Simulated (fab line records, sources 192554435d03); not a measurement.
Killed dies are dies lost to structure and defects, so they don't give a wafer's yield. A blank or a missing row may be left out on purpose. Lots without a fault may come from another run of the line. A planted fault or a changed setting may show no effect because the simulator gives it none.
Which tool did it? | flow n5_finfet | 24 lots, 72 wafers sampled, at 3 steps of a route of 1938

WHAT THE GAUGES READ, wafer by wafer
N5_BEOL_M4_CD_MEAS_35: target cd 18 nm, target cd y 22.4 nm.
lot  | measured     | on        | cd_nm (nm)
L074 | day 7 07:46  | cd_sem-02 | 17.6 17.8 17.8
L075 | day 8 04:22  | cd_sem-02 | 17.6 17.9 17.7
L076 | day 8 07:23  | cd_sem-03 | 17.9 18.2 18.4
L077 | day 8 10:16  | cd_sem-03 | 17.8 17.9 17.7
L078 | day 8 13:23  | cd_sem-01 | 17.9 17.7 17.4
L079 | day 8 22:53  | cd_sem-03 | 18.2 18.2 18.8
L080 | day 9 08:48  | cd_sem-01 | 18.1 18.6 18.4
L082 | day 9 08:59  | cd_sem-01 | 17.9 18.0 18.3
L081 | day 9 15:29  | cd_sem-02 | 18.4 17.3 18.1
L083 | day 9 16:20  | cd_sem-01 | 18.4 17.7 17.8
L084 | day 10 06:32 | cd_sem-02 | 18.2 17.8 17.9
L085 | day 10 07:43 | cd_sem-03 | 17.8 17.9 17.9
L087 | day 10 21:03 | cd_sem-03 | 18.0 17.8 17.8
L086 | day 11 02:34 | cd_sem-03 | 18.1 17.5 17.9
L089 | day 11 05:10 | cd_sem-03 | 17.8 18.4 18.1
L088 | day 11 09:04 | cd_sem-02 | 17.4 17.9 17.6
L090 | day 11 12:49 | cd_sem-01 | 17.7 18.0 17.9
L091 | day 11 22:41 | cd_sem-03 | 18.0 18.3 17.8
L092 | day 12 04:15 | cd_sem-03 | 18.4 18.2 18.4
L094 | day 12 10:52 | cd_sem-02 | 17.7 17.5 18.5
L093 | day 12 10:58 | cd_sem-01 | 17.5 18.2 18.0
L095 | day 12 16:30 | cd_sem-02 | 18.1 18.2 17.6
L096 | day 13 02:22 | cd_sem-03 | 18.4 18.7 18.5
L097 | day 13 18:31 | cd_sem-03 | 18.0 18.2 18.4

WHICH TOOL RAN EACH LOT (tool, then ch and the chambers of the sampled wafers, then the start)
lot  | N5_BEOL_M4_VIA_ETCH_34             | N5_BEOL_M4_TRENCH_ETCH_37
L074 | rie_diel-04 ch 1,3, day 7 07:21    | rie_diel-04 ch 1,3, day 7 07:46 or earlier
L075 | rie_diel-01 ch 0,1,3, day 8 03:56  | rie_diel-01 ch 0,1,3, day 8 04:22 or earlier
L076 | rie_diel-04 ch 0,1, day 8 06:59    | rie_diel-04 ch 0,1, day 8 07:23 or earlier
L077 | rie_diel-04 ch 1,3, day 8 09:52    | rie_diel-04 ch 1,3, day 8 10:16 or earlier
L078 | rie_diel-01 ch 0,3, day 8 12:58    | rie_diel-01 ch 0,3, day 8 13:23 or earlier
L079 | rie_diel-05 ch 2,3, day 8 22:28    | rie_diel-05 ch 2,3, day 8 22:53 or earlier
L080 | rie_diel-05 ch 2,3, day 9 08:23    | rie_diel-05 ch 2,3, day 9 08:48 or earlier
L082 | rie_diel-04 ch 0,2,3, day 9 08:35  | rie_diel-04 ch 0,2,3, day 9 08:59 or earlier
L081 | rie_diel-04 ch 1,2,3, day 9 15:04  | rie_diel-04 ch 1,2,3, day 9 15:29 or earlier
L083 | rie_diel-04 ch 0,3, day 9 15:55    | rie_diel-04 ch 0,3, day 9 16:20 or earlier
L084 | rie_diel-04 ch 0,2, day 10 06:08   | rie_diel-04 ch 0,2, day 10 06:32 or earlier
L085 | rie_diel-01 ch 0,1,2, day 10 07:19 | rie_diel-01 ch 0,1,2, day 10 07:43 or earlier
L087 | rie_diel-05 ch 0,1, day 10 20:38   | rie_diel-05 ch 0,1, day 10 21:03 or earlier
L086 | rie_diel-01 ch 0,1,3, day 11 02:11 | rie_diel-01 ch 0,1,3, day 11 02:34 or earlier
L089 | rie_diel-04 ch 1,2,3, day 11 04:46 | rie_diel-04 ch 1,2,3, day 11 05:10 or earlier
L088 | rie_diel-04 ch 1,3, day 11 08:39   | rie_diel-04 ch 1,3, day 11 09:04 or earlier
L090 | rie_diel-04 ch 2,3, day 11 12:24   | rie_diel-04 ch 2,3, day 11 12:49 or earlier
L091 | rie_diel-05 ch 0,1,3, day 11 22:17 | rie_diel-05 ch 0,1,3, day 11 22:41 or earlier
L092 | rie_diel-05 ch 1,2, day 12 03:50   | rie_diel-05 ch 1,2, day 12 04:15 or earlier
L094 | rie_diel-05 ch 2,3, day 12 10:27   | rie_diel-05 ch 2,3, day 12 10:52 or earlier
L093 | rie_diel-01 ch 1,2, day 12 10:29   | rie_diel-01 ch 1,2, day 12 10:58 or earlier
L095 | rie_diel-04 ch 0,2, day 12 16:05   | rie_diel-04 ch 0,2, day 12 16:30 or earlier
L096 | rie_diel-05 ch 0,1,3, day 13 01:57 | rie_diel-05 ch 0,1,3, day 13 02:22 or earlier
L097 | rie_diel-04 ch 2,3, day 13 18:06   | rie_diel-04 ch 2,3, day 13 18:31 or earlier
- N5_BEOL_M4_VIA_ETCH_34: etches the open film in C4F6/O2, target depth 69.4 nm, time 65.9 s.
- N5_BEOL_M4_TRENCH_ETCH_37: etches SiOC in C4F6/O2, target depth 55.555 nm, time 29.2 s.

WHAT THE TOOLS THEMSELVES READ (means of the sampled wafers that have a number; where no wafer has one, the mark that the record gives instead)
N5_BEOL_M4_VIA_ETCH_34.
lot  | tool        | bias_w (W) | drypump_motor_current_A (A) | oes_product_au (a.u.) | rf_vpp_V (V) | showerhead_plenum_p_Torr (Torr) | throttle_valve_pct (%)
L074 | rie_diel-04 | 170.2      | 5.7                         | 0.75                  | 667          | 2.92                            | 30.65
L075 | rie_diel-01 | 170.2      | 5.7                         | 0.82                  | 666          | 2.83                            | 31.03
L076 | rie_diel-04 | 170.3      | 6.3                         | 0.73                  | 665          | 2.74                            | 30.58
L077 | rie_diel-04 | 170.1      | 5.7                         | 0.74                  | 666          | 2.91                            | 30.65
L078 | rie_diel-01 | 169.7      | 5.2                         | 0.76                  | 660          | 2.77                            | 30.86
L079 | rie_diel-05 | 169.6      | 5.9                         | 0.77                  | 666          | 2.93                            | 30.81
L080 | rie_diel-05 | 170.0      | 5.9                         | 0.77                  | 665          | 2.93                            | 30.82
L082 | rie_diel-04 | 170.3      | 6.0                         | 0.78                  | 663          | 2.85                            | 30.42
L081 | rie_diel-04 | 170.4      | 5.7                         | 0.80                  | 663          | 2.90                            | 30.61
L083 | rie_diel-04 | 170.3      | 6.0                         | 0.71                  | 665          | 2.86                            | 30.48
L084 | rie_diel-04 | 169.9      | 6.0                         | 0.83                  | 659          | 2.83                            | 30.35
L085 | rie_diel-01 | 169.4      | 6.2                         | 0.80                  | 668          | 2.87                            | 31.06
L087 | rie_diel-05 | 169.0      | 6.1                         | 0.89                  | 673          | 2.86                            | 30.50
L086 | rie_diel-01 | 169.5      | 5.7                         | 0.80                  | 664          | 2.82                            | 31.04
L089 | rie_diel-04 | 169.8      | 5.7                         | 0.78                  | 663          | 2.89                            | 30.62
L088 | rie_diel-04 | 170.2      | 5.7                         | 0.73                  | 666          | 2.87                            | 30.85
L090 | rie_diel-04 | 170.1      | 5.7                         | 0.75                  | 663          | 2.93                            | 30.47
L091 | rie_diel-05 | 170.2      | 5.8                         | 0.82                  | 670          | 2.87                            | 30.64
L092 | rie_diel-05 | 170.3      | 6.4                         | 0.85                  | 671          | 2.88                            | 30.58
L094 | rie_diel-05 | 170.7      | 5.9                         | 0.74                  | 665          | 2.92                            | 30.84
L093 | rie_diel-01 | 170.1      | 6.6                         | 0.78                  | 670          | 2.86                            | 31.09
L095 | rie_diel-04 | 169.7      | 6.3                         | 0.93                  | 668          | 2.97                            | 30.18
L096 | rie_diel-05 | 169.8      | 5.8                         | 0.80                  | 670          | 2.87                            | 30.64
L097 | rie_diel-04 | 170.5      | 5.7                         | 0.74                  | 663          | 2.92                            | 30.49

N5_BEOL_M4_TRENCH_ETCH_37.
lot  | tool        | bias_w (W) | drypump_motor_current_A (A) | oes_product_au (a.u.) | rf_vpp_V (V) | showerhead_plenum_p_Torr (Torr) | throttle_valve_pct (%)
L074 | rie_diel-04 | 184.4      | 5.7                         | 0.74                  | 667          | 2.92                            | 20.80
L075 | rie_diel-01 | 184.6      | 5.7                         | 0.82                  | 665          | 2.83                            | 21.12
L076 | rie_diel-04 | 184.9      | 6.3                         | 0.73                  | 665          | 2.74                            | 20.77
L077 | rie_diel-04 | 184.9      | 5.7                         | 0.74                  | 667          | 2.92                            | 20.81
L078 | rie_diel-01 | 185.4      | 5.2                         | 0.77                  | 659          | 2.77                            | 21.01
L079 | rie_diel-05 | 185.0      | 5.9                         | 0.77                  | 665          | 2.94                            | 20.96
L080 | rie_diel-05 | 184.4      | 5.9                         | 0.76                  | 664          | 2.94                            | 20.97
L082 | rie_diel-04 | 185.3      | 6.0                         | 0.78                  | 663          | 2.85                            | 20.55
L081 | rie_diel-04 | 185.4      | 5.7                         | 0.80                  | 664          | 2.90                            | 20.72
L083 | rie_diel-04 | 184.9      | 6.0                         | 0.70                  | 666          | 2.86                            | 20.67
L084 | rie_diel-04 | 185.0      | 6.0                         | 0.83                  | 659          | 2.83                            | 20.45
L085 | rie_diel-01 | 185.5      | 6.2                         | 0.80                  | 669          | 2.87                            | 21.11
L087 | rie_diel-05 | 185.9      | 6.1                         | 0.88                  | 673          | 2.86                            | 20.62
L086 | rie_diel-01 | 184.9      | 5.7                         | 0.80                  | 666          | 2.83                            | 21.14
L089 | rie_diel-04 | 185.4      | 5.7                         | 0.78                  | 664          | 2.89                            | 20.74
L088 | rie_diel-04 | 185.1      | 5.7                         | 0.73                  | 666          | 2.87                            | 20.99
L090 | rie_diel-04 | 184.4      | 5.7                         | 0.76                  | 663          | 2.93                            | 20.62
L091 | rie_diel-05 | 185.0      | 5.8                         | 0.81                  | 670          | 2.88                            | 20.79
L092 | rie_diel-05 | 184.5      | 6.4                         | 0.84                  | 671          | 2.88                            | 20.70
L094 | rie_diel-05 | 184.8      | 5.9                         | 0.74                  | 664          | 2.92                            | 21.01
L093 | rie_diel-01 | 184.9      | 6.6                         | 0.78                  | 670          | 2.87                            | 21.16
L095 | rie_diel-04 | 184.4      | 6.3                         | 0.93                  | 668          | 2.98                            | 20.31
L096 | rie_diel-05 | 185.0      | 5.8                         | 0.81                  | 670          | 2.87                            | 20.80
L097 | rie_diel-04 | 185.1      | 5.7                         | 0.73                  | 662          | 2.92                            | 20.63

THE ANSWER, worked out from the rows above alone
Rule: what is usual is taken from the lots themselves. Put in order of their means at a reading, lots are off if they are a third of the lots or fewer, leave a main group of 4 or more, and stand apart from it by a gap of 3 or more times the standard deviation of the main group's means; of several such gaps the widest counts. A main group whose means are all the same, to the digits that the tables above print for the reading, isn't used. A lot without any number at a reading at which 4 lots or more have one is off too. The other lots that the step has rows for count as sound. The gauges are gone through in route order, then the tools' own readings, and for those a lot's mean is taken as printed above. The first step at which some lot is off is used, and at that step the reading that is off furthest; a lot without a number counts as furthest.
No lot is off at any reading shown: from this, nothing can be told.

WHAT THE SIMULATOR HAD PUT IN
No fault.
